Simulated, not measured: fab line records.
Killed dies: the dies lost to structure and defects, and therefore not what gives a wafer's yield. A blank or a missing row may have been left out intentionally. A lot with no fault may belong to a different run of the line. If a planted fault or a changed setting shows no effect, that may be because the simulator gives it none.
Matching of chambers | flow n5 finfet | rie diel-03 running N5_MIM_TOP_ETCH_STRIP_01: 4 sister chambers
The step strips in O2. 4 wafers are shown with their chamber, then 7 later ones without.

== EACH WAFER AND ITS CHAMBER ==
wafer  | chamber | showerhead plenum p Torr (Torr)
L130.2 | 0       | 2.22
L133.5 | 2       | 1.97
L133.6 | 1       | 2.18
L129.5 | 3       | 2.13

== WAFERS WHOSE CHAMBER IS MISSING ==
wafer  | showerhead plenum p Torr (Torr)
L129.6 | 2.21
L134.3 | 2.18
L134.4 | 2.21
L134.5 | 1.97
L137.2 | 2.18
L137.5 | 2.21
L137.6 | 2.13

== THE CHAMBER EACH PASSED THROUGH ==
wafer  | from the rows above | in truth
L129.6 | 0                   | 0
L134.3 | 1                   | 1
L134.4 | 0                   | 0
L134.5 | 2                   | 2
L137.2 | 1                   | 1
L137.5 | 0                   | 0
L137.6 | 3                   | 3
Placed correctly: 7 of 7. Left unplaced by these rows: 0. Wrongly placed: 0.
How it was worked out, from the rows above alone: a wafer's distance from a chamber is the root of the sum, over the readings, of the square of ((its reading less the chamber's mean) divided by the reading's scatter). The wafer belongs to the nearest chamber; if the next one is less than 2 further off, it can't be placed. A chamber's mean is the mean of its shown wafers. The scatter: root of mean squared gap, hidden wafer to nearest shown wafer, with one shown wafer a chamber.
